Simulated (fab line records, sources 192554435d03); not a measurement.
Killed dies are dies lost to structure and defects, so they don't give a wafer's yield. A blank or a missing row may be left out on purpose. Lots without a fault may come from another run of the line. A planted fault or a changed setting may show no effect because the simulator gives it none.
fab line records | flow n5_finfet
record lots=6 wafers=17 last_day=18
route steps=1938 shown MIM_BOT_LITHO@1862 MIM_BOT_ETCH@1866 PASS1_CAP@1873 TV_LITHO@1875
lots that met no fault: from a run of the same line without faults
start_h: hours from the record's first day to the start of the lot's first wafer shown | wait_h: hours since the lot's step before | " the same as in the row above | L1.1+2: a row that stands for several wafers | - no value, or no start given | * or withheld: withheld | < > ~ a bound
route shown NAME@n: a module of which the file shows steps, and the number in the route of the first | usual: mean/standard deviation of fault-free wafers | same: alike in all rows | chamber/n: place in a boat | sites: the reading at each site | _std_site: their standard deviation | _edge_site: outer sites' mean less inner sites' | radius_mm: how far each site lies from the wafer's centre | mask NAME#n: copy n | behind: the tool/chamber that last shaped the wafer | hold: why the lot was held/for how many hours/how that ended | device: the transistor (n, p or np) that didn't switch | end of line: the same wafers' tests at the end of the route | a step without rows: its recipe alone | killed: dies lost to structure and defects at the first sort, not the wafer's yield | map: a wafer's dies, x killed, . not, _ none there
set.NAME: the setting as run; set.NAME@STEP: as run at that earlier step | model.NAME: the simulator's own value behind a step, which no gauge read
lots at some steps of the route; a table a step, a row a wafer
services: from which hour (start_h, from the record's first day; less than 0 if before it) a tool's chamber was out of use, for how many hours, and why
## steps
# step N5_MIM_BOT_LITHO_CD_MEAS_08
# recipe target_cd_nm=3000 landing_energy_ev=500 detector=se_inlens polarity=opening
# usual cd_nm=2999.0/1.9
# columns lot.wafer tool chamber start_h wait_h cd_nm
L602.1 cd_sem-03 0 285.23 - 2997.4
L602.2 " 0 " " 2999.6
L602.4 " 0 " " 2994.4
L611.1 cd_sem-02 0 343.42 - 2999.2
L611.2 " 0 " " 2997.6
L611.6 " 0 " " 2996.0
L617.4 cd_sem-02 0 374.26 - 2998.2
L617.5 " 0 " " 2995.9
L617.6 " 0 " " 3000.7
L619.5 cd_sem-01 0 400.51 - 2998.7
L619.6 " 0 " " 3000.9
L621.2 cd_sem-03 0 400.90 - 3001.5
L621.5 " 0 " " 2999.1
L621.6 " 0 " " 2998.1
L622.1 cd_sem-01 0 416.84 - 2998.6
L622.2 " 0 " " 3001.2
L622.4 " 0 " " 2996.0
# step N5_MIM_BOT_LITHO_OVL_MEAS_11
# recipe points_per_wafer=44
# usual MIM_BOT_OVL=-1/5.4
# columns lot.wafer tool chamber start_h wait_h MIM_BOT_OVL[nm]
L602.1 overlay-01 0 285.27 0.0 2
L602.2 " 0 " " -1
L602.4 " 0 " " -2
L611.1 overlay-01 0 343.45 0.0 -2
L611.2 " 0 " " -5
L611.6 " 0 " " -15
L617.4 overlay-02 0 374.29 0.0 6
L617.5 " 0 " " -1
L617.6 " 0 " " -1
L619.5 overlay-02 0 400.53 0.0 -8
L619.6 " 0 " " -3
L621.2 overlay-01 0 400.93 0.0 0
L621.5 " 0 " " -8
L621.6 " 0 " " -6
L622.1 overlay-01 0 416.87 0.0 -3
L622.2 " 0 " " -14
L622.4 " 0 " " -4
# step N5_MIM_BOT_LITHO_INSPECT_12
# recipe mode=adi inspect_instrument=macro
# usual raw_defect_count=2.2/1.6
# columns lot.wafer tool chamber start_h wait_h raw_defect_count
L602.1 defect_inspect-02 - 285.29 0.0 2
L602.2 " - " " 3
L602.4 " - " " 1
L611.1 defect_inspect-02 - 343.48 0.0 2
L611.2 " - " " 6
L611.6 " - " " 0
L617.4 defect_inspect-01 - 374.31 0.0 1
L617.5 " - " " 1
L617.6 " - " " 2
L619.5 defect_inspect-01 - 400.56 0.0 1
L619.6 " - " " 3
L621.2 defect_inspect-02 - 400.96 0.0 2
L621.5 " - " " 2
L621.6 " - " " 4
L622.1 defect_inspect-01 - 416.89 0.0 2
L622.2 " - " " 3
L622.4 " - " " 0
# step N5_MIM_BOT_LITHO_DESCUM_10
# recipe chemistry=O2 time_s=7.9 source_power_w=50 bias_power_w=20 pressure_mtorr=20 rf_frequency_hz=2.712e+07 temp_c=40 o2_flow_sccm=225
# step N5_MIM_BOT_ETCH_ETCH_04
# recipe chemistry=CF4/O2 target=SiNx target_depth_a=260 time_s=13 ion_energy_ev=100 pressure_mtorr=40 source_w=535 bias_w=49 Ar_flow_sccm=100 cf4_flow_sccm=100 O2_flow_sccm=10
# usual O2_flow_sccm=10.00/0.034 chamber_pressure_mTorr=40.00/0.038 drypump_motor_current_A=5.8/0.56 oes_product_au=0.76/0.078 rf_vpp_V=240/4.4 showerhead_plenum_p_Torr=2.19/0.061 throttle_valve_pct=16.10/0.24
# columns lot.wafer tool chamber start_h wait_h O2_flow_sccm chamber_pressure_mTorr drypump_motor_current_A oes_product_au rf_hours_counter_h rf_vpp_V showerhead_plenum_p_Torr throttle_valve_pct
L602.1 rie_diel-04 2 285.42 0.0 10.01 40.01 6.1 0.82 87 234 2.13 15.78
L602.2 " 3 " " 9.98 40.02 5.3 0.73 205 242 2.11 16.28
L602.4 " 0 " " 10.03 40.00 6.8 0.69 - 242 2.08 16.41
L611.1 rie_diel-02 0 343.58 0.0 10.01 39.97 5.6 0.83 39 238 2.25 15.95
L611.2 " 3 " " 9.88 40.02 5.0 0.70 239 234 2.18 16.59
L611.6 " 2 " " 9.95 40.04 5.8 0.70 - 242 2.25 16.11
L617.4 rie_diel-02 3 374.41 0.0 9.96 40.04 5.0 0.69 250 233 2.17 16.59
L617.5 " 1 " " 9.98 40.04 6.6 0.67 - 243 2.17 16.38
L617.6 " 2 " " 10.02 40.00 5.8 0.70 - 243 2.25 16.11
L619.5 rie_diel-02 0 400.69 0.0 10.03 39.97 5.6 0.81 - 237 2.24 16.01
L619.6 " 1 " " 10.01 39.93 6.6 0.66 - 242 2.17 16.39
L621.2 rie_diel-04 1 401.06 0.0 10.01 39.93 6.0 0.89 41 244 2.16 16.08
L621.5 " 2 " " 9.99 40.02 6.2 0.78 - 235 2.12 15.86
L621.6 " 1 " " 9.98 40.06 6.0 0.89 - 242 2.16 16.07
L622.1 rie_diel-01 0 417.06 0.0 9.99 39.97 5.3 0.77 125 231 2.21 16.10
L622.2 " 2 " " 10.00 39.96 5.1 0.71 174 246 2.11 16.10
L622.4 " 3 " " 10.01 39.99 6.3 0.71 141 237 2.21 15.66
# step N5_MIM_BOT_ETCH_ETCH_03
# recipe chemistry=Cl2/BCl3 target_depth_a=120 pressure_mtorr=8 icp_w=800 bias_w=100 Cl2_flow_sccm=20 bcl3_flow_sccm=80
# usual chamber_pressure_mTorr=8.001/0.0075 drypump_motor_current_A=5.7/0.35 oes_product_au=0.82/0.099 throttle_valve_pct=27.6/0.35
# columns lot.wafer tool chamber start_h wait_h chamber_pressure_mTorr drypump_motor_current_A oes_product_au rf_hours_counter_h throttle_valve_pct
L602.1 rie_metal-03 0 285.51 0.1 8.009 6.0 0.91 9 27.5
L602.2 " 1 " " 8.014 5.5 0.68 85 28.0
L602.4 " 1 " " 8.010 5.6 0.68 - 28.0
L611.1 rie_metal-03 1 343.67 0.1 8.005 5.5 0.68 91 28.0
L611.2 " 0 " " 8.008 5.9 0.89 14 27.5
L611.6 " 1 " " 8.010 5.5 0.68 - 28.0
L617.4 rie_metal-01 0 374.53 0.1 8.007 6.2 0.86 - 27.2
L617.5 " 1 " " 8.020 5.7 0.83 - 28.0
L617.6 " 0 " " 8.012 6.1 0.84 - 27.2
L619.5 rie_metal-02 1 400.87 0.1 8.002 5.7 0.89 - 27.5
L619.6 " 1 " " 7.999 5.7 0.89 - 27.5
L621.2 rie_metal-03 0 401.15 0.1 7.984 5.9 0.86 19 27.5
L621.5 " 1 " " 8.002 5.6 0.66 - 28.0
L621.6 " 0 " " 8.018 6.0 0.85 - 27.5
L622.1 rie_metal-01 0 417.15 0.1 8.000 6.1 0.85 29 27.2
L622.2 " 1 " " 8.010 5.7 0.81 36 28.0
L622.4 " 0 " " 8.016 6.1 0.85 - 27.2
# step N5_MIM_BOT_ETCH_ETCH_00
# recipe chemistry=Cl2/BCl3 target=TiN target_depth_a=455 ion_energy_ev=150 pressure_mtorr=10 icp_w=1000 bias_w=126 Cl2_flow_sccm=53.25 bcl3_flow_sccm=21.75 Ar_flow_sccm=25
# usual chamber_pressure_mTorr=10.001/0.0097 drypump_motor_current_A=5.7/0.35 oes_product_au=0.82/0.099 throttle_valve_pct=21.97/0.24
# columns lot.wafer tool chamber start_h wait_h chamber_pressure_mTorr drypump_motor_current_A oes_product_au rf_hours_counter_h throttle_valve_pct
L602.1 rie_metal-03 0 285.60 0.1 10.010 6.0 0.92 9 21.79
L602.2 " 1 " " 9.998 5.6 0.68 85 22.29
L602.4 " 1 " " 10.017 5.5 0.68 - 22.27
L611.1 rie_metal-03 1 343.76 0.1 9.981 5.6 0.68 91 22.27
L611.2 " 0 " " 9.998 6.0 0.89 14 21.79
L611.6 " 1 " " 9.996 5.5 0.68 - 22.26
L617.4 rie_metal-01 0 374.63 0.1 9.996 6.1 0.86 - 21.74
L617.5 " 1 " " 9.996 5.7 0.82 - 22.29
L617.6 " 0 " " 9.991 6.1 0.84 - 21.74
L619.5 rie_metal-02 1 401.09 0.2 9.988 5.7 0.90 - 21.88
L619.6 " 1 " " 10.000 5.7 0.89 - 21.90
L621.2 rie_metal-03 0 401.24 0.1 10.007 5.9 0.85 19 21.84
L621.5 " 1 " " 9.987 5.5 0.66 - 22.32
L621.6 " 0 " " 9.993 5.9 0.86 - 21.81
L622.1 rie_metal-01 0 417.24 0.1 10.011 6.1 0.85 29 21.71
L622.2 " 1 " " 9.991 5.7 0.81 36 22.33
L622.4 " 0 " " 10.006 6.1 0.85 - 21.69
# step N5_MIM_BOT_ETCH_STRIP_01
# recipe chemistry=O2 power_w=600 temp_c=60 pressure_mtorr=30 rf_frequency_hz=6e+07 bias_power_w=0 overash_fraction=0.5 o2_flow_sccm=225
# usual chamber_pressure_mTorr=29.99/0.071 drypump_motor_current_A=5.8/0.55 oes_product_au=0.78/0.087 rf_vpp_V=3.6/1.3 showerhead_plenum_p_Torr=2.08/0.064 temp_c=59.99/0.12 throttle_valve_pct=16.77/0.23
# columns lot.wafer tool chamber start_h wait_h chamber_pressure_mTorr drypump_motor_current_A oes_product_au rf_hours_counter_h rf_vpp_V showerhead_plenum_p_Torr temp_c throttle_valve_pct
L602.1 rie_diel-02 3 285.74 0.1 29.95 5.1 0.70 219 3.7 2.05 59.92 17.06
L602.2 " 0 " " 29.86 5.6 0.92 18 4.9 2.16 59.83 16.66
L602.4 " 2 " " 29.99 5.8 0.72 216 3.4 2.16 60.07 16.77
L611.1 rie_diel-02 0 343.90 0.1 29.93 5.6 0.85 39 4.1 2.15 60.19 16.72
L611.2 " 3 " " 29.92 5.0 0.69 239 3.4 2.04 59.94 17.14
L611.6 " 2 " " 29.92 5.8 0.72 - 5.6 2.15 60.19 16.79
L617.4 rie_diel-04 0 374.73 0.1 29.99 6.8 0.94 13 4.9 2.24 59.99 16.78
L617.5 " 1 " " 29.97 6.1 0.92 - 5.7 2.07 59.99 16.82
L617.6 " 0 " " 30.03 6.8 0.95 - 3.2 2.24 60.19 16.78
L619.5 rie_diel-04 2 401.21 0.1 30.04 6.1 0.78 - 4.2 2.01 59.90 16.45
L619.6 " 3 " " 29.96 5.3 0.70 - 3.2 1.99 60.09 17.06
L621.2 rie_diel-02 3 401.51 0.2 29.88 5.0 1.00 1 3.7 2.04 60.10 16.70
L621.5 " 1 " " 30.12 6.6 0.68 - 2.9 2.06 59.94 17.03
L621.6 " 3 " " 30.03 5.0 0.97 - 3.5 2.04 59.87 16.67
L622.1 rie_diel-02 3 417.38 0.1 30.01 5.1 0.96 9 2.8 2.04 59.94 16.69
L622.2 " 1 " " 29.93 6.6 0.65 255 2.1 2.06 60.07 17.05
L622.4 " 3 " " 30.01 5.0 0.97 - 3.1 2.04 59.94 16.68
# step N5_MIM_BOT_ETCH_STRIP_02
# recipe chemistry=post_etch_residue_remover time_s=1200 temp_c=72.5
# step N5_MIM_BOT_ETCH_CLEAN_05
# recipe chemistry=IPA time_s=180 temp_c=25
# step N5_MIM_BOT_ETCH_SRD_06
# recipe dry=ipa_marangoni time_s=30 temp_c=23 rinse_liquid=diw
# step N5_PASSIVATION_PECVD_55
# recipe material=SiO2 target_thk_a=4000 temp_c=400 precursor=SiH4/N2O pressure_torr=2.7 rf_w=608 time_s=22.5
# usual heater_power_w=655/100 showerhead_plenum_p_Torr=8.23/0.12 susceptor_temp_C=399.99/0.22 throttle_valve_pct=51.7/1.6
# columns lot.wafer tool chamber start_h wait_h heater_power_w showerhead_plenum_p_Torr susceptor_temp_C throttle_valve_pct
L602.1 pecvd-01 2 286.24 0.0 636 8.04 399.38 50.8
L602.2 " 0 " " 541 8.17 399.96 52.8
L602.4 " 1 " " 882 8.28 400.11 50.6
L611.1 pecvd-02 1 344.41 0.0 611 8.38 399.88 52.3
L611.2 " 2 " " 595 8.35 400.16 49.5
L611.6 " 1 " " 634 8.38 400.21 52.3
L617.4 pecvd-01 1 375.33 0.0 877 8.26 399.86 50.4
L617.5 " 2 " " 562 8.06 400.11 51.4
L617.6 " 0 " " 584 8.16 400.09 52.5
L619.5 pecvd-01 2 401.74 0.0 650 8.03 400.00 51.7
L619.6 " 1 " " 833 8.26 399.92 50.7
L621.2 pecvd-02 2 402.09 0.0 632 8.37 400.05 50.4
L621.5 " 0 " " 611 8.28 399.74 54.9
L621.6 " 1 " " 713 8.37 400.34 52.3
L622.1 pecvd-02 1 417.88 0.0 668 8.40 399.79 52.1
L622.2 " 2 " " 609 8.36 399.97 50.2
L622.4 " 2 " " 642 8.39 400.26 50.2
# step N5_PASSIVATION_PECVD_01
# recipe material=SiNx target_thk_a=2000 temp_c=400 precursor=SiH4/NH3/N2 pressure_torr=4.9 rf_w=1406 time_s=43.2
# usual heater_power_w=370/100 showerhead_plenum_p_Torr=8.72/0.085 susceptor_temp_C=400.04/0.23 throttle_valve_pct=29.3/0.91
# columns lot.wafer tool chamber start_h wait_h heater_power_w showerhead_plenum_p_Torr susceptor_temp_C throttle_valve_pct model.SiNx_of_PASSIVATION_PECVD_01.thk_nm
L602.1 pecvd-01 2 286.27 0.0 284 8.57 399.91 28.7 196.4
L602.2 " 0 " " 228 8.66 400.25 29.9 196.6
L602.4 " 1 " " 464 8.76 399.89 28.8 195.4
L611.1 pecvd-02 1 344.44 0.0 442 8.80 399.93 29.8 199.8
L611.2 " 2 " " 389 8.83 399.89 28.2 200
L611.6 " 1 " " 444 8.83 399.97 29.6 204
L617.4 pecvd-01 1 375.37 0.0 541 8.75 399.91 28.7 198
L617.5 " 2 " " 337 8.60 - 29.2 195.8
L617.6 " 0 " " 245 8.66 - 29.6 193.2
L619.5 pecvd-01 2 401.78 0.0 370 8.57 - 29.6 193
L619.6 " 1 " " 555 8.75 - 28.6 188.6
L621.2 pecvd-02 2 402.12 0.0 343 8.81 400.26 28.0 198
L621.5 " 0 " " 315 8.74 400.37 31.1 201.6
L621.6 " 1 " " 398 8.81 399.89 29.4 204.4
L622.1 pecvd-02 1 417.92 0.0 387 8.85 400.19 29.5 200.6
L622.2 " 2 " " 269 8.83 400.33 28.2 197.8
L622.4 " 2 " " 279 8.82 400.09 28.3 204.2
# step N5_PASSIVATION_HMDS_03
# recipe time_s=60 temp_c=120
## services
# columns tool chamber start_h hours kind
pecvd-01 - 261.97 1.2 repair
rie_diel-02 0 269.78 9.7 repair
rie_diel-01 - 271.78 1.1 repair
rie_diel-04 1 272.31 - clean
rie_diel-04 1 272.31 - consumable_replace:focus_ring
rie_diel-04 1 272.31 14.9 scheduled_down
rie_diel-04 1 272.31 14.9 vent_cycle
pecvd-02 0 285.39 2.1 scheduled_down
rie_diel-02 - 301.01 2.8 pm
rie_diel-04 0 317.81 - clean
rie_diel-04 0 317.81 - consumable_replace:focus_ring
pecvd-01 0 319.29 2.1 scheduled_down
rie_diel-02 3 375.83 - clean
rie_diel-02 3 375.83 - consumable_replace:focus_ring
rie_diel-02 3 375.83 22.7 scheduled_down
rie_diel-02 3 375.83 22.7 vent_cycle
rie_diel-02 1 377.66 3.6 repair
rie_metal-01 - 380.65 1.2 repair
pecvd-02 1 390.07 5.5 scheduled_down
rie_diel-04 3 391.70 8.2 repair
rie_diel-02 2 400.89 3.5 repair
rie_diel-01 - 405.13 0.6 repair
rie_diel-04 2 405.32 9.0 repair
rie_diel-04 0 413.76 10.2 repair
## key
first_sign none at tools or gauges
model_effect step=N5_PASSIVATION_PECVD_01 value=SiNx_of_PASSIVATION_PECVD_01.thk_nm without=199.3 struck=192.7
met_at N5_PASSIVATION_PECVD_01
struck_wafers L617.5,L617.6,L619.5,L619.6
onset_between 286.27 375.37
fault kind=process_parameter_drift tool=pecvd-01 chamber=- onset_h=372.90 steps=N5_PASSIVATION_PECVD_01 channel=time_s offset=* shape=step end_h=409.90 scope=struck_wafers_only acts_in=* stated=*
